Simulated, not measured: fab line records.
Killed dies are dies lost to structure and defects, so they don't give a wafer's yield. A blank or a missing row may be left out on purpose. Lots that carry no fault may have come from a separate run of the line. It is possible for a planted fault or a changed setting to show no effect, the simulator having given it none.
The tool behind it: which one? -- flow n5-finfet -- 23 lots with 69 wafers sampled at 5 steps, on a route of 1938 steps

== WHAT THE GAUGES READ, wafer by wafer ==
N5_SDB_OVL_MEAS_12. Usual: SDB_OVL typically reads -0.4 nm, with standard deviation 0.8.
lot,measured,on,SDB_OVL (nm),flag
L074,day 3 22:32,overlay-01,-1.3 -1.4 -0.4,
L075,day 4 05:38,overlay-02,-1.6 -0.9 -0.7,
L076,day 4 07:25,overlay-01,0.1 1.2 -0.4,
L077,day 4 21:14,overlay-01,-0.2 -0.5 -0.4,
L078,day 5 01:11,overlay-01,0.4 -0.5 -1.4,
L080,day 5 09:47,overlay-02,0.3 0.3 -0.2,
L081,day 5 12:28,overlay-01,1.0 1.6 1.2,
L082,day 5 21:10,overlay-01,-0.6 -0.7 -0.8,
L083,day 6 00:32,overlay-01,-0.4 -0.2 -0.7,
L084,day 6 06:23,overlay-02,1.1 0.2 0.6,
L085,day 6 14:50,overlay-02,-1.8 -1.0 -1.0,
L086,day 6 17:49,overlay-01,-0.9 -1.7 -1.1,
L087,day 6 23:55,overlay-02,-1.9 -0.9 -1.9,
L088,day 7 04:59,overlay-02,-0.2 -0.5 -1.0,
L089,day 7 14:56,overlay-02,0.3 1.3 0.9,
L091,day 8 03:14,overlay-02,-0.4 -1.0 -0.5,
L090,day 8 02:05,overlay-01,-0.3 -1.0 -0.4,
L092,day 8 10:19,overlay-01,0.2 1.1 -0.1,
L093,day 8 15:09,overlay-02,-1.4 -0.2 -0.1,
L095,day 9 00:52,overlay-02,-0.8 -0.4 -1.0,
L094,day 9 01:50,overlay-02,-0.8 0.1 -1.1,
L096,day 9 08:12,overlay-02,-0.8 -0.8 -0.4,
L097,day 9 12:55,overlay-01,0.1 0.9 -0.6,

== TOOL THAT RAN EACH LOT (tool first, then ch and the chambers of the sampled wafers, then the start) ==
lot,N5_SD_EPI_N_STRIP_38,N5_SD_EPI_P_ETCH_37,N5_SD_EPI_P_STRIP_40,N5_SD_ACTIVATION_RTA_00
L074,"plasma-asher-01 ch 1, day 3 04:41","rie-diel-02 ch 0,3, day 3 10:02","plasma-asher-01 ch 1, day 3 10:47","rtp-anneal-01 ch 0, day 3 14:46"
L075,"plasma-asher-02 ch 0,1, day 3 11:37","rie-diel-04 ch 0,1,2, day 3 16:00","plasma-asher-01 ch 0,1, day 3 16:44","rtp-anneal-02 ch 0, day 3 21:37"
L076,"plasma-asher-02 ch 0,1, day 3 15:07","rie-diel-02 ch 1,2, day 3 19:32","plasma-asher-02 ch 0,1, day 3 20:17","rtp-anneal-01 ch 0, day 4 00:04"
L077,"plasma-asher-02 ch 0,1, day 4 04:23","rie-diel-04 ch 0,1,3, day 4 09:08","plasma-asher-02 ch 0,1, day 4 09:55","rtp-anneal-01 ch 0, day 4 13:41"
L078,"plasma-asher-01 ch 0,1, day 4 08:16","rie-diel-04 ch 0,2,3, day 4 12:46","plasma-asher-01 ch 0,1, day 4 13:31","rtp-anneal-02 ch 0, day 4 17:19"
L080,"plasma-asher-01 ch 0,1, day 4 17:02","rie-diel-04 ch 0,1,3, day 4 21:32","plasma-asher-02 ch 0,1, day 4 22:17","rtp-anneal-01 ch 0, day 5 02:11"
L081,"plasma-asher-01 ch 0, day 4 20:34","rie-diel-03 ch 1,2,3, day 5 01:25","plasma-asher-01 ch 0,1, day 5 02:10","rtp-anneal-02 ch 0, day 5 05:05"
L082,"plasma-asher-01 ch 0,1, day 5 03:37","rie-diel-04 ch 0,2, day 5 08:59","plasma-asher-02 ch 0,1, day 5 09:43","rtp-anneal-02 ch 0, day 5 13:32"
L083,"plasma-asher-01 ch 0,1, day 5 08:10","rie-diel-03 ch 0,3, day 5 12:00","plasma-asher-02 ch 0,1, day 5 12:47","rtp-anneal-02 ch 0, day 5 16:45"
L084,"plasma-asher-01 ch 0,1, day 5 13:24","rie-diel-03 ch 0,2, day 5 17:28","plasma-asher-02 ch 0,1, day 5 18:13","rtp-anneal-01 ch 0, day 5 22:19"
L085,"plasma-asher-02 ch 0,1, day 5 22:26","rie-diel-04 ch 0,1, day 6 02:48","plasma-asher-02 ch 0,1, day 6 03:32","rtp-anneal-01 ch 0, day 6 07:20"
L086,"plasma-asher-02 ch 0,1, day 6 02:33","rie-diel-04 ch 0,1, day 6 06:23","plasma-asher-02 ch 0,1, day 6 07:08","rtp-anneal-01 ch 0, day 6 10:24"
L087,"plasma-asher-02 ch 0,1, day 6 07:50","rie-diel-04 ch 1,2, day 6 11:35","plasma-asher-01 ch 0,1, day 6 12:19","rtp-anneal-02 ch 0, day 6 15:16"
L088,"plasma-asher-01 ch 0,1, day 6 13:47","rie-diel-03 ch 0,1, day 6 17:36","plasma-asher-01 ch 0,1, day 6 18:20","rtp-anneal-02 ch 0, day 6 21:25"
L089,"plasma-asher-01 ch 1, day 6 23:35","rie-diel-02 ch 0,1,2, day 7 03:33","plasma-asher-02 ch 0,1, day 7 04:17","rtp-anneal-02 ch 0, day 7 07:14"
L091,"plasma-asher-01 ch 0,1, day 7 10:43","rie-diel-04 ch 0,1,3, day 7 15:23","plasma-asher-02 ch 0,1, day 7 16:09","rtp-anneal-01 ch 0, day 7 19:56"
L090,"plasma-asher-01 ch 0,1, day 7 11:16","rie-diel-03 ch 1,3, day 7 14:53","plasma-asher-01 ch 0,1, day 7 15:38","rtp-anneal-01 ch 0, day 7 18:34"
L092,"plasma-asher-02 ch 0,1, day 7 19:12","rie-diel-03 ch 0,1,2, day 7 23:04","plasma-asher-01 ch 0,1, day 7 23:49","rtp-anneal-02 ch 0, day 8 02:47"
L093,"plasma-asher-01 ch 0,1, day 8 00:07","rie-diel-02 ch 1,2,3, day 8 03:49","plasma-asher-02 ch 0,1, day 8 04:33","rtp-anneal-01 ch 0, day 8 07:28"
L095,"plasma-asher-01 ch 0,1, day 8 08:52","rie-diel-04 ch 0,1, day 8 12:36","plasma-asher-02 ch 0,1, day 8 13:20","rtp-anneal-01 ch 0, day 8 16:20"
L094,"plasma-asher-01 ch 0,1, day 8 09:23","rie-diel-02 ch 0,2, day 8 13:44","plasma-asher-02 ch 0,1, day 8 14:29","rtp-anneal-02 ch 0, day 8 17:24"
L096,"plasma-asher-02 ch 0,1, day 8 16:34","rie-diel-02 ch 1,2,3, day 8 20:38","plasma-asher-02 ch 1, day 8 21:22","rtp-anneal-02 ch 0, day 9 00:19"
L097,"plasma-asher-02 ch 0, day 8 21:00","rie-diel-03 ch 1,2,3, day 9 01:18","plasma-asher-01 ch 0,1, day 9 02:02","rtp-anneal-01 ch 0, day 9 04:59"
- N5_SD_EPI_N_STRIP_38: strips in N2/H2.
- N5_SD_EPI_P_ETCH_37: etches SOC in N2/H2, overetch 108 nm, time 486 s.
- N5_SD_EPI_P_STRIP_40: strips in N2/H2.
- N5_SD_ACTIVATION_RTA_00: time 0 s.

== WHAT THE TOOLS THEMSELVES READ (means of the sampled wafers that have a number; where no wafer has one, the mark that the record gives instead) ==
N5_SD_EPI_N_STRIP_38. Usual: drypump-motor-current-A 5.6 A, standard deviation 0.33; heater-power-w 355 W, standard deviation 39; oes-product-au 0.762 a.u., standard deviation 0.011.
lot,tool,drypump-motor-current-A (A),heater-power-w (W),oes-product-au (a.u.),flag
L074,plasma-asher-01,6.0,337,0.768,
L075,plasma-asher-02,5.6,316,0.762,
L076,plasma-asher-02,5.6,320,0.763,
L077,plasma-asher-02,5.6,321,0.763,
L078,plasma-asher-01,5.7,364,0.753,
L080,plasma-asher-01,5.7,359,0.750,
L081,plasma-asher-01,5.2,410,0.763,
L082,plasma-asher-01,5.7,366,0.753,
L083,plasma-asher-01,5.7,359,0.758,
L084,plasma-asher-01,5.7,362,0.767,
L085,plasma-asher-02,5.5,320,0.765,
L086,plasma-asher-02,5.7,332,0.760,
L087,plasma-asher-02,5.7,335,0.764,
L088,plasma-asher-01,5.5,382,0.762,
L089,plasma-asher-01,6.0,331,0.767,
L091,plasma-asher-01,5.5,388,0.762,
L090,plasma-asher-01,5.5,382,0.770,
L092,plasma-asher-02,5.7,330,0.762,
L093,plasma-asher-01,5.7,351,0.767,
L095,plasma-asher-01,5.5,390,0.760,
L094,plasma-asher-01,5.7,357,0.764,
L096,plasma-asher-02,5.7,331,0.778,
L097,plasma-asher-02,5.4,310,0.761,

N5_SD_EPI_P_ETCH_37. Usual: drypump-motor-current-A 5.8 A, standard deviation 0.45; oes-product-au 0.70 a.u., standard deviation 0.06; rf-fwd-power-W 2996 W, standard deviation 7.7; rf-vpp-V 241.2 V, standard deviation 1.3; showerhead-plenum-p-Torr 2.57 Torr, standard deviation 0.082; throttle-valve-pct 23.75 %, standard deviation 0.22.
lot,tool,drypump-motor-current-A (A),oes-product-au (a.u.),rf-fwd-power-W (W),rf-vpp-V (V),showerhead-plenum-p-Torr (Torr),throttle-valve-pct (%),flag
L074,rie-diel-02,5.6,0.64,2990,239.7,2.49,24.17,
L075,rie-diel-04,5.9,0.68,2991,242.1,2.60,23.70,
L076,rie-diel-02,5.8,0.74,2991,241.7,2.60,23.59,
L077,rie-diel-04,5.9,0.66,2996,241.5,2.60,23.64,
L078,rie-diel-04,5.7,0.66,2990,241.6,2.60,23.80,
L080,rie-diel-04,5.9,0.67,3005,241.3,2.60,23.64,
L081,rie-diel-03,5.5,0.76,2992,241.1,2.56,23.68,
L082,rie-diel-04,5.7,0.67,2995,242.7,2.60,23.87,
L083,rie-diel-03,5.8,0.75,3005,240.9,2.60,23.75,
L084,rie-diel-03,5.3,0.73,2992,241.4,2.55,23.73,
L085,rie-diel-04,6.1,0.67,2993,241.2,2.60,23.54,
L086,rie-diel-04,5.8,0.66,2986,240.8,2.55,23.73,
L087,rie-diel-04,6.1,0.67,2997,241.3,2.64,23.56,
L088,rie-diel-03,6.0,0.69,3000,239.8,2.46,23.80,
L089,rie-diel-02,5.7,0.74,2997,240.6,2.57,23.79,
L091,rie-diel-04,5.9,0.65,3000,242.2,2.59,23.66,
L090,rie-diel-03,5.9,0.73,2994,240.6,2.51,23.74,
L092,rie-diel-03,5.6,0.69,3005,240.1,2.50,23.79,
L093,rie-diel-02,6.2,0.79,2998,242.3,2.63,23.61,
L095,rie-diel-04,6.1,0.66,2993,240.8,2.59,23.57,
L094,rie-diel-02,5.7,0.68,2991,240.3,2.54,24.06,
L096,rie-diel-02,6.2,0.79,2994,242.2,2.63,23.61,
L097,rie-diel-03,5.5,0.72,2991,240.9,2.55,23.71,

N5_SD_EPI_P_STRIP_40. Usual: drypump-motor-current-A 5.62 A, standard deviation 0.29; heater-power-w 346 W, standard deviation 37; oes-product-au 0.763 a.u., standard deviation 0.012.
lot,tool,drypump-motor-current-A (A),heater-power-w (W),oes-product-au (a.u.),flag
L074,plasma-asher-01,5.96,338,0.755,
L075,plasma-asher-01,5.71,356,0.767,
L076,plasma-asher-02,5.55,321,0.767,
L077,plasma-asher-02,5.55,323,0.765,
L078,plasma-asher-01,5.48,384,0.763,
L080,plasma-asher-02,5.60,315,0.768,
L081,plasma-asher-01,5.72,358,0.750,
L082,plasma-asher-02,5.71,335,0.764,
L083,plasma-asher-02,5.56,322,0.750,
L084,plasma-asher-02,5.73,332,0.769,
L085,plasma-asher-02,5.57,315,0.766,
L086,plasma-asher-02,5.57,321,0.763,
L087,plasma-asher-01,5.46,393,0.768,
L088,plasma-asher-01,5.47,384,0.775,
L089,plasma-asher-02,5.73,335,0.765,
L091,plasma-asher-02,5.71,337,0.764,
L090,plasma-asher-01,5.72,362,0.756,
L092,plasma-asher-01,5.47,385,0.763,
L093,plasma-asher-02,5.72,332,0.758,
L095,plasma-asher-02,5.56,319,0.772,
L094,plasma-asher-02,5.72,332,0.760,
L096,plasma-asher-02,5.85,353,0.754,
L097,plasma-asher-01,5.48,391,0.760,

N5_SD_ACTIVATION_RTA_00. Usual: lamp-power-pct 8.96 %, standard deviation 0.053; lamp_zone_4_pct 8.952 %, standard deviation 0.03; wafer_temp_C_max 974.6, standard deviation 1.9.
lot,tool,lamp-power-pct (%),lamp_zone_4_pct (%),wafer_temp_C_max,flag
L074,rtp-anneal-01,8.95,8.943,974.5,
L075,rtp-anneal-02,8.93,8.959,974.6,
L076,rtp-anneal-01,8.92,8.939,974.0,
L077,rtp-anneal-01,8.97,8.934,974.0,
L078,rtp-anneal-02,8.98,8.939,974.0,
L080,rtp-anneal-01,8.95,8.949,975.2,
L081,rtp-anneal-02,8.99,8.924,975.4,
L082,rtp-anneal-02,8.90,8.965,974.7,
L083,rtp-anneal-02,8.93,8.961,974.2,
L084,rtp-anneal-01,8.94,8.945,972.8,
L085,rtp-anneal-01,8.93,8.941,975.7,
L086,rtp-anneal-01,8.96,8.927,975.0,
L087,rtp-anneal-02,8.90,8.970,974.9,
L088,rtp-anneal-02,9.01,8.974,974.3,
L089,rtp-anneal-02,8.92,8.992,971.8,
L091,rtp-anneal-01,8.96,8.950,973.9,
L090,rtp-anneal-01,8.93,8.982,974.7,
L092,rtp-anneal-02,8.95,8.972,975.2,
L093,rtp-anneal-01,8.97,8.956,975.2,
L095,rtp-anneal-01,9.00,8.944,974.8,
L094,rtp-anneal-02,8.93,8.930,973.1,
L096,rtp-anneal-02,8.95,8.940,975.4,
L097,rtp-anneal-01,8.97,8.951,975.1,

== THE ANSWER, worked out from the rows above alone ==
Rule: a lot is off if the mean of its wafers that have a number lies more than 3 standard deviations from the usual mean. Also off: a lot with no number at a reading for which 4 or more lots have one. Where the step has rows for the other lots, those lots are counted as sound. First the gauges in route order, then the tools' own readings, where a lot's mean is used as printed above. The first step at which some lot is off is used, and at that step the reading that is off furthest; a lot without a number counts as furthest.
No lot is off at any reading shown: from this, nothing can be told.

== WHAT THE SIMULATOR PUT IN ==
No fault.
